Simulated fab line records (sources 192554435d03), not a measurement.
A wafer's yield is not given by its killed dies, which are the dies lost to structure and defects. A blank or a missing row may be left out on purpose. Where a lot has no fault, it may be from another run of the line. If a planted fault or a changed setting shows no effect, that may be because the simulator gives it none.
A lot that was struck, set against a sound lot -- flow n5 finfet -- 37 steps out of a route of 1938
Sound: the wafers L970.3, L970.4, L970.6. Struck: wafer L968.5 (L968.2, L968.6, from the same lot, were not struck and are left out); the cause is given at the end.
For every step that has rows: the tool of each side, followed by ch and its chambers, followed by its first start. Under that, the readings that differ: sound wafers -- struck wafers -- difference of the means -- sigmas: that difference in standard deviations of wafers without a fault.
alike: same words and numbers on both sides, and readings whose means sit less than 2 such deviations apart. not compared: any withheld reading, any reading some wafer has no value for, any bound like >300 that may hide the same value, and any number with overlapping values for which the record gives no deviation.
A row with sigmas, a row that says differs or no value, or rows on one side alone: a step with any of these is where the two part. Numbers that have no deviation but don't overlap get no sigmas and don't part them. Lack of a reading on every wafer of one side parts them only where that side has two or more wafers.

first, 11 steps without rows for these wafers: N5_FIN_SAQP_STRIP_74 (strips in CHF3/O2); N5_FIN_SAQP_MANDREL_ETCH_22 (etches a-Si in HBr/Cl2, stops on SiNx, target depth 60 nm, bt time 10 s, time 30 s); N5_FIN_SAQP_STRIP_55 (strips in N2/H2); N5_FIN_SAQP_STRIP_23 (strips in SPM, time 750 s); N5_FIN_SAQP_SRD_66 (time 30 s); N5_FIN_SAQP_RECESS_75 (chemistry HF/NH3, target SiO2, target depth 14.4 nm, afs cycles 3, sublimation time 60 s); N5_FIN_SAQP_SPACER1_ALD_24 (deposits SiO2, target thk 20.3 nm, pulse time 1 s, purge time 2 s); N5_FIN_SAQP_SPACER1_ETCHBACK_25 (etches SiO2 in CHF3/O2, target depth 24.4 nm, time 12.2 s); N5_FIN_SAQP_MANDREL1_REMOVE_56 (chemistry HBr/Cl2/O2, target a-Si, stops on SiNx, bt time 10 s); N5_FIN_SAQP_ETCH_57 (etches SiNx in CH3F/O2, target depth 32.5 nm, time 46.4 s); N5_FIN_SAQP_ETCH_65 (etches SiO2 in CF4, target depth 4 nm, time 4.4 s).
N5_FIN_SAQP_MANDREL_ETCH_58: etches a-Si in HBr/Cl2, stops on SiNx, target depth 45 nm, bt time 10 s, time 27 s.
  sound on rie si-01 ch 2,3, day 7 19:06; struck on rie si-04 ch 0, day 7 08:38
reading,sound,struck,difference,sigmas
model.SiNx_of_FIN_SAQP_HM_DEP_03.thk nm (nm),37.6 37.84 38,30.2,-7.6,
  alike: drypump motor current A, oes product au, throttle valve pct
  not compared: rf hours counter h
then, 9 steps without rows for these wafers: N5_FIN_SAQP_RECESS_63 (chemistry HF/NH3, target SiO2, target depth 18 nm, afs cycles 3, sublimation time 60 s); N5_FIN_SAQP_COAT_68 (time 60 s, resist thk 100 nm); N5_FIN_SAQP_ETCH_69 (etches SOC in N2/H2, stops on SiNx, target depth 150 nm); N5_FIN_SAQP_ETCH_67 (etches SiNx in CH3F/O2, target depth 30 nm); N5_FIN_SAQP_STRIP_70 (strips in N2/H2); N5_FIN_SAQP_RECESS_71 (chemistry HF/NH3, target SiO2, target depth 3 nm, afs cycles 1, sublimation time 60 s); N5_FIN_SAQP_SPACER2_ALD_28 (deposits SiO2, target thk 8.1 nm, pulse time 1 s, purge time 2 s); N5_FIN_SAQP_SPACER2_ETCHBACK_29 (etches SiO2 in CHF3/O2, target depth 12.2 nm, time 6.1 s); N5_FIN_SAQP_MANDREL2_REMOVE_60 (chemistry HBr/Cl2/O2, target a-Si, stops on SiNx, bt time 10 s).
N5_FIN_SAQP_HM_OPEN_33: chemistry CH3F/O2, target SiNx, target depth 49.4 nm, time 70.6 s.
  sound on rie diel-06 ch 0,2,3, day 7 20:31; struck on rie diel-06 ch 2, day 7 10:02
reading,sound,struck,difference,sigmas
etch rf on time s (s),70.9 71.9 67.9,56.7,-13.5,-7
model.etch.depth nm (nm),36.94 37.21 37.41,29.65,-7.54,
  alike: CH3F_flow_sccm, drypump motor current A, oes_ar_750_au, oes product au, rf vpp V, showerhead plenum p Torr, throttle valve pct
  not compared: rf hours counter h
then, 14 steps without rows for these wafers: N5_FIN_SAQP_ETCH_34 (etches SiO2 in C4F6/O2, target depth 45 nm, time 15 s); N5_FIN_SAQP_STRIP_77 (strips in N2/H2, time 90 s); N5_FIN_SAQP_ETCH_64 (etches SiO2 in CF4, target depth 1.5 nm); N5_FIN_SAQP_FIN_ETCH_36 (etches the open film in HBr/Cl2/O2, target depth 120 nm, time 50.4 s); N5_FIN_SAQP_PRECLEAN_38 (cleans in O3/DIW, time 45 s); N5_FIN_SAQP_PRECLEAN_45 (cleans in dHF, time 10 s); N5_FIN_SAQP_SRD_39 (time 30 s); N5_FIN_CUT_COAT_18 (time 60 s, resist thk 230 nm); N5_FIN_CUT_COAT_19 (time 60 s, resist thk 20 nm); N5_FIN_CUT_COAT_29 (time 60 s, resist thk 10 nm); N5_FIN_CUT_COAT_02 (resist thk 30 nm); N5_FIN_CUT_EBR_04; N5_FIN_CUT_SOFTBAKE_03 (time 60 s); N5_FIN_CUT_EXPOSE_05 (exposes mask FIN CUT).
N5_STI_FIN_REVEAL_RECESS_09: chemistry HF/NH3, target SiO2, afs cycles 11, target depth 42.5 nm, sublimation time 60 s.
  sound on vapor etch-02 ch 0,1, day 8 05:40; struck on vapor etch-02 ch 1, day 7 19:02
reading,sound,struck,difference,sigmas
model.SiNx_of_FIN_SAQP_HM_DEP_03.thk nm (nm),17.8 17.8 18,10.8,-7.1,
  alike: drypump motor current A, sublimation temp c

== WHERE THEY PART ==
N5_FIN_SAQP_HM_OPEN_33 only, going by this record. Later steps at which nothing parts them and some readings are alike: N5_STI_FIN_REVEAL_RECESS_09.

WHY: what the simulator had put in
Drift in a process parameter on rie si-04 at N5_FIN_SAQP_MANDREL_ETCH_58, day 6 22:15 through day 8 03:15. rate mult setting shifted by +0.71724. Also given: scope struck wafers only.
